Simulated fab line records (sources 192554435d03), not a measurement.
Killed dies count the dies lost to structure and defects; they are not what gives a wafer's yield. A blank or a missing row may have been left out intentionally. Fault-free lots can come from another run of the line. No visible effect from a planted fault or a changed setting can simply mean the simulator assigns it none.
fab line records	flow n5Finfet	part 1 of 2: steps 1 to 22 of 30
record lots=5	wafers=15	lastDay=17
route steps=1938 shown BEOL_M1@777
lots untouched by any fault: they come from a run of this same line in which no faults occurred
startH: hours from the record's opening day to when the first of the lot's shown wafers began	waitH: hours since the lot's step before	" same as the row above	L1.1+2: a row that stands for several wafers	- no value, or no start given	* or withheld: withheld	< > ~ a bound
route shown NAME@n: a module of which the file shows steps, and the number in the route of the first	usual: average and standard deviation across the fault-free wafers	same: alike in all rows	chamber/n: place in a boat	sites: each site's reading	_std_site: their standard deviation	_edge_site: inner sites' mean taken away from outer sites' mean	radiusMm: for every site, how far away it sits from the centre of the wafer	mask NAME#n: copy n	behind: the last tool/chamber to shape the wafer	hold: why the lot went on hold/how many hours it stayed there/how the hold came to an end	device: transistor that didn't switch, given as n, p or np	end of line: the tests these same wafers got at the end of their route	a step with no rows: only its recipe	killed: at the first sort, the dies lost to defects and structure; wafer yield is something else	map: shows each die of a wafer: x if killed, . if not, _ if none is there
set.NAME: the setting as run; set.NAME@STEP: as run at that earlier step	model.NAME: the simulator's own value behind a step, which no gauge read
lots at selected steps of the route; one table per step, one row per wafer
services: from which hour (startH, from the record's first day; less than 0 if before it) a tool's chamber was out of use, for how many hours, and why
## steps
# step N5_BEOL_M1_COAT_67
# recipe resist=SOC	tempC=250	timeS=60	spinRpm=1500	resistThkNm=60
lot.wafer	tool	chamber	startH	waitH
L074.1+4+6	lithoTrack-01	0	118.92	0.0
L076.2+3+4	lithoTrack-04	0	149.94	0.0
L084.1+3+5	lithoTrack-04	0	183.44	0.0
L087.1+2+3	lithoTrack-02	0	211.46	0.0
L089.2+4+6	lithoTrack-01	0	217.69	0.0
# step N5_BEOL_M1_COAT_68
# recipe resist=SiARC	tempC=220	timeS=60	spinRpm=1500	resistThkNm=12
lot.wafer	tool	chamber	startH	waitH
L074.1+4+6	lithoTrack-01	0	-	-
L076.2+3+4	lithoTrack-04	0	-	-
L084.1+3+5	lithoTrack-04	0	-	-
L087.1+2+3	lithoTrack-02	0	-	-
L089.2+4+6	lithoTrack-01	0	-	-
# step N5_BEOL_M1_COAT_76
# recipe resist=underlayer	tempC=205	timeS=60	spinRpm=1500	resistThkNm=5
lot.wafer	tool	chamber	startH	waitH
L074.1+4+6	lithoTrack-01	0	-	-
L076.2+3+4	lithoTrack-04	0	-	-
L084.1+3+5	lithoTrack-04	0	-	-
L087.1+2+3	lithoTrack-02	0	-	-
L089.2+4+6	lithoTrack-01	0	-	-
# step N5_BEOL_M1_COAT_22
# recipe resist=CAR-EUV	spinRpm=1500	resistThkNm=30
lot.wafer	tool	chamber	startH	waitH
L074.1+4+6	lithoTrack-01	0	-	-
L076.2+3+4	lithoTrack-04	0	-	-
L084.1+3+5	lithoTrack-04	0	-	-
L087.1+2+3	lithoTrack-02	0	-	-
L089.2+4+6	lithoTrack-01	0	-	-
# step N5_BEOL_M1_EBR_24
# recipe solvent=PGMEA	ebrWidthMm=1.5
lot.wafer	tool	chamber	startH	waitH
L074.1+4+6	lithoTrack-01	0	-	-
L076.2+3+4	lithoTrack-04	0	-	-
L084.1+3+5	lithoTrack-04	0	-	-
L087.1+2+3	lithoTrack-02	0	-	-
L089.2+4+6	lithoTrack-01	0	-	-
# step N5_BEOL_M1_SOFTBAKE_23
# recipe tempC=110	timeS=60	resist=CAR-EUV
lot.wafer	tool	chamber	startH	waitH
L074.1+4+6	lithoTrack-01	0	-	-
L076.2+3+4	lithoTrack-04	0	-	-
L084.1+3+5	lithoTrack-04	0	-	-
L087.1+2+3	lithoTrack-02	0	-	-
L089.2+4+6	lithoTrack-01	0	-	-
# step N5_BEOL_M1_EXPOSE_25
# recipe maskId=V0	na=0.33	sourceShape=quasar	sigmaInner=0.2	sigmaOuter=0.8	polarization=unpolarized	defocusNm=5	targetCdNm=24	doseMj=63
# usual reticleTempC=23.00/0.1
lot.wafer	tool	chamber	startH	waitH	mask	reticleTempC
L074.1	euvScanner-01	0	119.18	-	V0#0	23.00
L074.4	"	0	"	"	V0#0	23.05
L074.6	"	0	"	"	V0#0	23.07
L076.2	euvScanner-01	0	150.08	-	V0#0	22.88
L076.3	"	0	"	"	V0#0	23.07
L076.4	"	0	"	"	V0#0	22.99
L084.1	euvScanner-01	0	183.70	-	V0#0	23.07
L084.3	"	0	"	"	V0#0	22.88
L084.5	"	0	"	"	V0#0	23.05
L087.1	euvScanner-02	0	211.79	-	V0#0	22.87
L087.2	"	0	"	"	V0#0	23.04
L087.3	"	0	"	"	V0#0	22.86
L089.2	euvScanner-02	0	217.84	-	V0#0	22.95
L089.4	"	0	"	"	V0#0	22.82
L089.6	"	0	"	"	V0#0	23.04
# step N5_BEOL_M1_PEB_26
# recipe pebTempC=100	pebTimeS=60	resist=CAR-EUV
lot.wafer	tool	chamber	startH	waitH
L074.1+4+6	lithoTrack-01	0	119.26	0.1
L076.2+3+4	lithoTrack-01	0	150.15	0.1
L084.1+3+5	lithoTrack-01	0	183.78	0.1
L087.1+2+3	lithoTrack-02	0	211.87	0.1
L089.2+4+6	lithoTrack-01	0	217.91	0.1
# step N5_BEOL_M1_DEVELOP_27
# recipe developTimeS=30	developer=TMAH	resist=CAR-EUV	rinseLiquid=surfactantRinse	dry=airSpin	devTempC=23
lot.wafer	tool	chamber	startH	waitH
L074.1+4+6	lithoTrack-01	0	-	-
L076.2+3+4	lithoTrack-01	0	-	-
L084.1+3+5	lithoTrack-01	0	-	-
L087.1+2+3	lithoTrack-02	0	-	-
L089.2+4+6	lithoTrack-01	0	-	-
# step N5_BEOL_M1_CD_MEAS_28
# recipe landingEnergyEv=500	detector=seInlens	targetCdYNm=23.3
# usual cdNm=23.96/0.25
lot.wafer	tool	chamber	startH	waitH	cdNm
L074.1	cdSem-01	0	119.33	-	24.34
L074.4	"	0	"	"	23.79
L074.6	"	0	"	"	23.99
L076.2	cdSem-03	0	150.22	-	24.18
L076.3	"	0	"	"	23.84
L076.4	"	0	"	"	24.28
L084.1	cdSem-03	0	183.85	-	23.86
L084.3	"	0	"	"	23.88
L084.5	"	0	"	"	24.18
L087.1	cdSem-03	0	211.93	-	24.09
L087.2	"	0	"	"	23.99
L087.3	"	0	"	"	23.85
L089.2	cdSem-01	0	217.97	-	23.73
L089.4	"	0	"	"	23.99
L089.6	"	0	"	"	24.13
# step N5_BEOL_M1_OVL_MEAS_29
# recipe pointsPerWafer=522
# usual V0_OVL=0.3/0.82
lot.wafer	tool	chamber	startH	waitH	V0_OVL[nm]
L074.1	overlay-01	0	119.36	0.0	0.4
L074.4	"	0	"	"	0.1
L074.6	"	0	"	"	-0.7
L076.2	overlay-01	0	150.25	0.0	-0.3
L076.3	"	0	"	"	0.7
L076.4	"	0	"	"	-0.2
L084.1	overlay-01	0	183.88	0.0	-0.3
L084.3	"	0	"	"	-0.1
L084.5	"	0	"	"	0.3
L087.1	overlay-01	0	211.96	0.0	-0.2
L087.2	"	0	"	"	-0.2
L087.3	"	0	"	"	0.3
L089.2	overlay-01	0	218.01	0.0	1.4
L089.4	"	0	"	"	1.8
L089.6	"	0	"	"	0.2
# step N5_BEOL_M1_INSPECT_30
# recipe mode=adi	inspectInstrument=brightfield
# usual rawDefectCount=422/110
lot.wafer	tool	chamber	startH	waitH	rawDefectCount
L074.1	defectInspect-02	-	119.42	0.1	431
L074.4	"	-	"	"	396
L074.6	"	-	"	"	363
L076.2	defectInspect-01	-	150.31	0.0	281
L076.3	"	-	"	"	322
L076.4	"	-	"	"	316
L084.1	defectInspect-02	-	183.93	0.1	390
L084.3	"	-	"	"	433
L084.5	"	-	"	"	373
L087.1	defectInspect-02	-	212.02	0.1	407
L087.2	"	-	"	"	364
L087.3	"	-	"	"	323
L089.2	defectInspect-02	-	218.06	0.0	392
L089.4	"	-	"	"	373
L089.6	"	-	"	"	338
# step N5_BEOL_M1_DESCUM_33
# recipe chemistry=O2	timeS=7	sourcePowerW=50	biasPowerW=20	pressureMtorr=20	rfFrequencyHz=2.712e+07	tempC=40	resist=CAR-EUV	o2FlowSccm=225
# usual drypumpMotorCurrentA=5.72/0.28	oesProductAu=0.77/0.064	rfVppV=242.8/1.3	showerheadPlenumPTorr=2.07/0.057	throttleValvePct=20.4/0.34
lot.wafer	tool	chamber	startH	waitH	drypumpMotorCurrentA	oesProductAu	rfHoursCounterH	rfVppV	showerheadPlenumPTorr	throttleValvePct
L074.1	rieDiel-05	1	119.45	0.0	5.19	0.73	154	242.6	2.01	20.7
L074.4	"	2	"	"	5.66	0.72	215	241.6	2.10	21.0
L074.6	"	2	"	"	5.66	0.71	-	243.0	2.10	21.0
L076.2	rieDiel-01	0	150.34	0.0	5.70	0.84	56	242.8	2.05	20.0
L076.3	"	1	"	"	6.15	0.85	58	244.4	2.10	20.2
L076.4	"	3	"	"	5.85	0.68	-	244.2	2.11	20.1
L084.1	rieDiel-05	3	183.97	0.0	5.74	0.83	85	242.4	2.02	20.0
L084.3	"	0	"	"	5.76	0.73	186	242.2	2.08	20.5
L084.5	"	3	"	"	5.77	0.83	-	243.4	2.02	20.0
L087.1	rieDiel-01	0	212.06	0.0	5.71	0.81	76	243.8	2.05	20.0
L087.2	"	2	"	"	5.66	0.69	215	242.9	2.15	20.6
L087.3	"	3	"	"	5.85	0.91	8	243.6	2.11	19.8
L089.2	rieDiel-01	3	218.09	0.0	5.85	0.92	10	242.4	2.11	19.8
L089.4	"	0	"	"	5.68	0.81	78	243.3	2.05	20.0
L089.6	"	1	"	"	6.10	0.82	-	242.4	2.09	20.3
# step N5_BEOL_M1_ETCH_77
# recipe chemistry=N2/H2	target=underlayer	targetDepthA=65	maskMaterial=CAR-EUV	timeS=5.2	ionEnergyEv=200	pressureMtorr=30	sourceW=840	biasW=150	n2FlowSccm=200	h2FlowSccm=200	ends=cleared
# usual drypumpMotorCurrentA=5.73/0.29	etchRfOnTimeS=5.22/0.17	oesProductAu=0.66/0.061	rfVppV=523.4/2.4	showerheadPlenumPTorr=2.52/0.082	throttleValvePct=17.82/0.28
lot.wafer	tool	chamber	startH	waitH	drypumpMotorCurrentA	etchRfOnTimeS	oesProductAu	rfHoursCounterH	rfVppV	showerheadPlenumPTorr	throttleValvePct
L074.1	rieDiel-05	1	119.49	0.0	5.13	5.21	0.62	154	521.5	2.42	17.91
L074.4	"	2	"	"	5.66	5.62	0.59	215	522.8	2.51	18.18
L074.6	"	2	"	"	5.67	5.62	0.59	-	522.0	2.51	18.18
L076.2	rieDiel-01	0	150.38	0.0	5.67	5.15	0.73	56	521.5	2.47	17.35
L076.3	"	1	"	"	6.13	5.19	0.71	58	523.6	2.60	17.93
L076.4	"	3	"	"	5.86	5.04	0.60	-	528.9	2.57	17.62
L084.1	rieDiel-05	3	184.00	0.0	5.76	4.93	0.73	85	521.3	2.47	17.52
L084.3	"	0	"	"	5.80	5.31	0.61	186	522.5	2.51	17.85
L084.5	"	3	"	"	5.76	4.95	0.73	-	521.4	2.47	17.51
L087.1	rieDiel-01	0	212.09	0.0	5.67	5.23	0.70	76	522.2	2.47	17.38
L087.2	"	2	"	"	5.67	5.19	0.60	215	525.8	2.63	18.18
L087.3	"	3	"	"	5.84	4.95	0.83	8	525.6	2.57	17.23
L089.2	rieDiel-01	3	218.13	0.0	5.86	4.99	0.81	10	526.0	2.57	17.24
L089.4	"	0	"	"	5.69	5.22	0.70	78	521.6	2.46	17.38
L089.6	"	1	"	"	6.10	5.23	0.70	-	525.8	2.59	17.98
# step N5_BEOL_M1_ETCH_69
# recipe chemistry=CF4	target=SiARC	targetDepthA=156	maskMaterial=CAR-EUV	timeS=26	ionEnergyEv=80	pressureMtorr=40	sourceW=545	biasW=36	Ar_flow_sccm=100	cf4FlowSccm=100	ends=cleared
# usual drypumpMotorCurrentA=5.72/0.28	etchRfOnTimeS=26.1/0.78	oesProductAu=0.66/0.059	rfVppV=183.8/1.3	showerheadPlenumPTorr=2.12/0.064	throttleValvePct=15.59/0.27
lot.wafer	tool	chamber	startH	waitH	drypumpMotorCurrentA	etchRfOnTimeS	oesProductAu	rfHoursCounterH	rfVppV	showerheadPlenumPTorr	throttleValvePct
L074.1	rieDiel-05	1	119.50	0.0	5.17	26.3	0.63	154	184.0	2.05	15.87
L074.4	"	2	"	"	5.68	27.6	0.60	215	184.3	2.12	16.00
L074.6	"	2	"	"	5.67	27.8	0.60	-	183.4	2.12	16.01
L076.2	rieDiel-01	0	150.39	0.0	5.66	25.9	0.72	56	183.2	2.09	15.13
L076.3	"	1	"	"	6.12	26.1	0.72	58	185.5	2.16	15.50
L076.4	"	3	"	"	5.86	25.2	0.60	-	184.7	2.20	15.70
L084.1	rieDiel-05	3	184.02	0.0	5.75	24.5	0.73	85	183.4	2.09	15.26
L084.3	"	0	"	"	5.79	26.5	0.62	186	183.5	2.12	15.73
L084.5	"	3	"	"	5.76	25.2	0.72	-	182.1	2.09	15.26
L087.1	rieDiel-01	0	212.11	0.0	5.64	26.5	0.70	76	182.9	2.08	15.17
L087.2	"	2	"	"	5.65	25.9	0.61	215	184.4	2.19	15.79
L087.3	"	3	"	"	5.87	24.9	0.81	9	185.6	2.20	15.26
L089.2	rieDiel-01	3	218.15	0.0	5.84	24.9	0.82	10	184.9	2.20	15.27
L089.4	"	0	"	"	5.66	25.8	0.70	78	184.2	2.08	15.17
L089.6	"	1	"	"	6.08	26.2	0.70	-	184.0	2.16	15.53
# step N5_BEOL_M1_ALD_98
# recipe material=SiO2	targetThkA=25	tempC=100	aldPrecursorFamily=BDEAS	aldCoReactant=O2-plasma	pulseTimeS=1	coReactantPulseTimeS=1	purgeTimeS=2	coReactantPurgeTimeS=2	aldCycles=17	pressureTorr=2
# usual heaterPowerW=77/8.6	precursorPulseHeightRel=0.998/0.02
# same aldCycles=17	purgeTimeS=2
lot.wafer	tool	chamber	startH	waitH	heaterPowerW	precursorPulseHeightRel	sinceWetCleanH
L074.1	aldSin-04	2	119.59	0.1	95	1.005	19
L074.4	"	3	"	"	68	0.989	-
L074.6	"	2	"	"	96	0.965	-
L076.2	aldSin-04	2	150.52	0.1	93	0.953	50
L076.3	"	0	"	"	67	1.021	50
L076.4	"	3	"	"	66	1.030	50
L084.1	aldSin-04	0	184.15	0.1	65	1.003	84
L084.3	"	1	"	"	81	0.995	84
L084.5	"	2	"	"	94	1.006	-
L087.1	aldSin-03	2	212.19	0.1	77	0.986	309
L087.2	"	3	"	"	67	0.995	309
L087.3	"	0	"	"	73	0.998	309
L089.2	aldSin-03	1	218.74	0.6	79	1.044	316
L089.4	"	0	"	"	73	0.956	316
L089.6	"	0	"	"	72	0.995	-
# step N5_BEOL_M1_ETCHBACK_99
# recipe chemistry=CHF3	target=SiO2	targetDepthA=50	timeS=10.4	sourceW=215	biasW=47	Ar_flow_sccm=200	CHF3_flow_sccm=12	ionEnergyEv=100	pressureMtorr=30
# usual drypumpMotorCurrentA=5.77/0.21	oes_f_703_au=0.82/0.084	oesProductAu=0.80/0.083	rfVppV=239/4.7	showerheadPlenumPTorr=2.17/0.06	throttleValvePct=17.01/0.29
lot.wafer	tool	chamber	startH	waitH	drypumpMotorCurrentA	oes_f_703_au	oesProductAu	rfHoursCounterH	rfVppV	showerheadPlenumPTorr	throttleValvePct
L074.1	rieDiel-05	3	131.94	12.3	5.76	0.88	0.85	72	241	2.09	16.66
L074.4	"	1	"	"	5.23	0.75	0.73	158	243	2.05	17.28
L074.6	"	3	"	"	5.74	0.89	0.85	-	242	2.09	16.67
L076.2	rieDiel-01	0	159.34	8.8	5.63	0.86	0.84	60	239	2.11	16.65
L076.3	"	2	"	"	5.65	0.75	0.72	200	238	2.23	17.31
L076.4	"	1	"	"	6.11	0.83	0.85	-	246	2.20	17.12
L084.1	rieDiel-05	2	199.32	15.1	5.65	0.68	0.67	235	234	2.11	17.44
L084.3	"	0	"	"	5.78	0.73	0.72	191	237	2.13	17.16
L084.5	"	1	"	"	5.18	0.74	0.71	-	242	2.04	17.31
L087.1	rieDiel-05	2	215.93	3.7	5.67	0.68	0.67	241	233	2.11	17.47
L087.2	"	0	"	"	5.77	0.73	0.71	196	238	2.12	17.16
L087.3	"	3	"	"	5.76	0.86	0.84	96	242	2.08	16.71
L089.2	rieDiel-01	0	227.00	8.2	5.69	0.84	0.81	82	238	2.10	16.70
L089.4	"	3	"	"	5.87	0.96	0.92	-	230	2.21	16.72
L089.6	"	0	"	"	5.64	0.84	0.81	-	240	2.10	16.70
# step N5_BEOL_M1_ETCH_70
# recipe chemistry=N2/H2	target=SOC	targetDepthA=800	overetchA=160	maskMaterial=SiARC	tempC=40	timeS=120	ionEnergyEv=200	pressureMtorr=30	sourceW=840	biasW=150	n2FlowSccm=200	h2FlowSccm=200
# usual drypumpMotorCurrentA=5.78/0.21	oesProductAu=0.62/0.06	rfVppV=524.1/2.1	showerheadPlenumPTorr=2.55/0.072	throttleValvePct=17.7/0.37
lot.wafer	tool	chamber	startH	waitH	drypumpMotorCurrentA	oesProductAu	rfHoursCounterH	rfVppV	showerheadPlenumPTorr	throttleValvePct
L074.1	rieDiel-05	3	131.97	0.0	5.76	0.65	72	521.4	2.48	17.4
L074.4	"	1	"	"	5.22	0.57	158	522.0	2.41	17.9
L074.6	"	3	"	"	5.76	0.65	-	522.8	2.48	17.4
L076.2	rieDiel-01	0	159.38	0.0	5.67	0.64	60	524.0	2.47	17.3
L076.3	"	2	"	"	5.65	0.55	200	526.1	2.64	18.1
L076.4	"	1	"	"	6.13	0.65	-	525.8	2.59	17.9
L084.1	rieDiel-05	2	199.36	0.0	5.67	0.54	235	524.0	2.50	18.2
L084.3	"	0	"	"	5.79	0.56	191	521.7	2.51	17.8
L084.5	"	1	"	"	5.20	0.55	-	520.7	2.41	17.9
L087.1	rieDiel-05	2	215.96	0.0	5.67	0.54	241	521.2	2.50	18.2
L087.2	"	0	"	"	5.76	0.56	196	523.1	2.51	17.8
L087.3	"	3	"	"	5.76	0.63	96	521.5	2.47	17.5
L089.2	rieDiel-01	0	227.03	0.0	5.65	0.63	82	520.4	2.46	17.3
L089.4	"	3	"	"	5.87	0.71	-	527.1	2.57	17.2
L089.6	"	0	"	"	5.66	0.62	-	522.2	2.46	17.3
# step N5_BEOL_M1_STRIP_71
# recipe chemistry=N2/H2	tempC=40	n2FlowSccm=200	h2FlowSccm=200	rfFrequencyHz=6e+07
lot.wafer	tool	chamber	startH	waitH
L074.1+4+6	rieDiel-05	3,1,3	132.05	0.0
L076.2+3+4	rieDiel-01	0,2,1	159.46	0.0
L084.1+3+5	rieDiel-05	2,0,1	199.44	0.0
L087.1+2+3	rieDiel-05	2,0,3	216.05	0.0
L089.2+4+6	rieDiel-01	0,3,0	227.11	0.0
# step N5_BEOL_M1_STRIP_78
# recipe chemistry=N2/H2	tempC=40	n2FlowSccm=200	h2FlowSccm=200	rfFrequencyHz=6e+07
lot.wafer	tool	chamber	startH	waitH
L074.1+4+6	rieDiel-05	3,1,3	132.06	0.0
L076.2+3+4	rieDiel-01	0,2,1	159.47	0.0
L084.1+3+5	rieDiel-05	2,0,1	199.45	0.0
L087.1+2+3	rieDiel-05	2,0,3	216.06	0.0
L089.2+4+6	rieDiel-01	0,3,0	227.12	0.0
# step N5_BEOL_M1_VIA_ETCH_34
# recipe chemistry=C4F6/O2	targetDepthA=678	maskMaterial=SOC	pressureMtorr=15	ionEnergyEv=250	taperDeg=4	timeS=64.4	sourceW=350	biasW=170	Ar_flow_sccm=300	C4F6_flow_sccm=10	O2_flow_sccm=10
# usual drypumpMotorCurrentA=5.77/0.21	oes_f_703_au=0.82/0.084	oesProductAu=0.80/0.083	rfVppV=660/12	showerheadPlenumPTorr=2.86/0.076	throttleValvePct=30.7/0.33
lot.wafer	tool	chamber	startH	waitH	drypumpMotorCurrentA	oes_f_703_au	oesProductAu	rfHoursCounterH	rfVppV	showerheadPlenumPTorr	throttleValvePct
L074.1	rieDiel-05	3	132.07	0.0	5.75	0.88	0.87	72	668	2.77	30.4
L074.4	"	1	"	"	5.18	0.76	0.74	158	669	2.71	30.9
L074.6	"	3	"	"	5.74	0.88	0.86	-	668	2.77	30.4
L076.2	rieDiel-01	0	159.48	0.0	5.63	0.86	0.84	60	659	2.78	30.2
L076.3	"	2	"	"	5.65	0.75	0.72	200	656	2.93	31.0
L076.4	"	1	"	"	6.11	0.81	0.85	-	681	2.90	30.9
L084.1	rieDiel-05	2	199.46	0.0	5.67	0.69	0.68	235	648	2.80	31.1
L084.3	"	0	"	"	5.79	0.73	0.72	191	653	2.81	30.5
L084.5	"	1	"	"	5.17	0.74	0.72	-	670	2.70	30.9
L087.1	rieDiel-05	2	216.07	0.0	5.65	0.68	0.67	241	648	2.79	31.1
L087.2	"	0	"	"	5.78	0.73	0.71	196	652	2.80	30.5
L087.3	"	3	"	"	5.76	0.86	0.84	96	668	2.75	30.4
L089.2	rieDiel-01	0	227.13	0.0	5.67	0.84	0.81	82	660	2.78	30.2
L089.4	"	3	"	"	5.84	0.96	0.92	-	642	2.91	30.5
L089.6	"	0	"	"	5.62	0.84	0.81	-	660	2.77	30.2
# step N5_BEOL_M1_STRIP_83
# recipe chemistry=C4F6/O2	resist=SiARC	rfFrequencyHz=6e+07
lot.wafer	tool	chamber	startH	waitH
L074.1+4+6	rieDiel-05	3,1,3	132.12	0.0
L076.2+3+4	rieDiel-01	0,2,1	159.53	0.0
L084.1+3+5	rieDiel-05	2,0,1	199.51	0.0
L087.1+2+3	rieDiel-05	2,0,3	216.11	0.0
L089.2+4+6	rieDiel-01	0,3,0	227.18	0.0
